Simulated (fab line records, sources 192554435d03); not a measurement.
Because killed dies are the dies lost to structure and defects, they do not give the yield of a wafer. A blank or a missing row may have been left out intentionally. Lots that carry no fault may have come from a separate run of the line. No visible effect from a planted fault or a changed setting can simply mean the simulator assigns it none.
Chamber matching / flow n5Finfet / N5_FIN_CUT_ETCH_21 on rieDiel-03: 4 sister chambers
The step etches SOC in N2/H2, target depth 219 nm, overetch 43.8 nm, time 523.5 s. 14 wafers are shown with their chamber, then 6 later ones without.

== WAFERS PAIRED WITH THEIR CHAMBERS ==
wafer=L688.2; chamber=1; drypumpMotorCurrentA (A)=6.5; throttleValvePct (%)=17.64; showerheadPlenumPTorr (Torr)=2.55
wafer=L688.3; chamber=2; drypumpMotorCurrentA (A)=5.4; throttleValvePct (%)=17.80; showerheadPlenumPTorr (Torr)=2.63
wafer=L688.5; chamber=0; drypumpMotorCurrentA (A)=6.0; throttleValvePct (%)=18.35; showerheadPlenumPTorr (Torr)=2.65
wafer=L689.3; chamber=2; drypumpMotorCurrentA (A)=5.4; throttleValvePct (%)=17.79; showerheadPlenumPTorr (Torr)=2.63
wafer=L689.5; chamber=3; drypumpMotorCurrentA (A)=4.9; throttleValvePct (%)=18.12; showerheadPlenumPTorr (Torr)=2.66
wafer=L689.6; chamber=0; drypumpMotorCurrentA (A)=6.0; throttleValvePct (%)=18.37; showerheadPlenumPTorr (Torr)=2.65
wafer=L690.4; chamber=1; drypumpMotorCurrentA (A)=6.5; throttleValvePct (%)=17.64; showerheadPlenumPTorr (Torr)=2.55
wafer=L690.5; chamber=1; drypumpMotorCurrentA (A)=6.5; throttleValvePct (%)=17.63; showerheadPlenumPTorr (Torr)=2.55
wafer=L691.1; chamber=2; drypumpMotorCurrentA (A)=5.4; throttleValvePct (%)=17.81; showerheadPlenumPTorr (Torr)=2.63
wafer=L691.4; chamber=1; drypumpMotorCurrentA (A)=6.4; throttleValvePct (%)=17.64; showerheadPlenumPTorr (Torr)=2.55
wafer=L691.5; chamber=3; drypumpMotorCurrentA (A)=4.9; throttleValvePct (%)=18.13; showerheadPlenumPTorr (Torr)=2.66
wafer=L694.1; chamber=3; drypumpMotorCurrentA (A)=4.9; throttleValvePct (%)=18.14; showerheadPlenumPTorr (Torr)=2.65
wafer=L694.3; chamber=2; drypumpMotorCurrentA (A)=5.4; throttleValvePct (%)=17.80; showerheadPlenumPTorr (Torr)=2.62
wafer=L694.6; chamber=1; drypumpMotorCurrentA (A)=6.4; throttleValvePct (%)=17.65; showerheadPlenumPTorr (Torr)=2.55

SIGNATURES (averages over the wafers above)
reading=drypumpMotorCurrentA; chamber 0=6.000; chamber 1=6.460; chamber 2=5.400; chamber 3=4.900; scatter within a chamber=0.0346
reading=throttleValvePct; chamber 0=18.3600; chamber 1=17.6400; chamber 2=17.8000; chamber 3=18.1300; scatter within a chamber=0.00894
reading=showerheadPlenumPTorr; chamber 0=2.6500; chamber 1=2.5500; chamber 2=2.6275; chamber 3=2.6567; scatter within a chamber=0.00376
Rule: for each reading, subtract the chamber's mean from the wafer's reading, divide by that reading's scatter and square the result; add these up over the readings and take the root, which gives the wafer's distance from the chamber. If the next closest chamber is less than 2 further off than the closest, the wafer can't be placed; otherwise it belongs to the closest. The scatter: the root of (the sum of the squares of (reading less its chamber's mean) over the shown wafers, divided by (wafers less chambers)).

== WAFERS WITHOUT THEIR CHAMBER ==
wafer=L699.2; drypumpMotorCurrentA (A)=5.4; throttleValvePct (%)=17.84; showerheadPlenumPTorr (Torr)=2.62
wafer=L699.4; drypumpMotorCurrentA (A)=6.4; throttleValvePct (%)=17.65; showerheadPlenumPTorr (Torr)=2.54
wafer=L701.2; drypumpMotorCurrentA (A)=4.9; throttleValvePct (%)=18.15; showerheadPlenumPTorr (Torr)=2.65
wafer=L701.4; drypumpMotorCurrentA (A)=5.4; throttleValvePct (%)=17.83; showerheadPlenumPTorr (Torr)=2.62
wafer=L702.2; drypumpMotorCurrentA (A)=4.9; throttleValvePct (%)=18.15; showerheadPlenumPTorr (Torr)=2.65
wafer=L702.6; drypumpMotorCurrentA (A)=6.0; throttleValvePct (%)=17.96; showerheadPlenumPTorr (Torr)=2.64

== CHAMBER TAKEN BY EACH ==
wafer=L699.2; from the rows above=2; in truth=2
wafer=L699.4; from the rows above=1; in truth=1
wafer=L701.2; from the rows above=3; in truth=3
wafer=L701.4; from the rows above=2; in truth=2
wafer=L702.2; from the rows above=3; in truth=3
wafer=L702.6; from the rows above=2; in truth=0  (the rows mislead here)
Correctly placed: 5 of 6. Number that these rows cannot place: 0. Wrongly placed: 1.
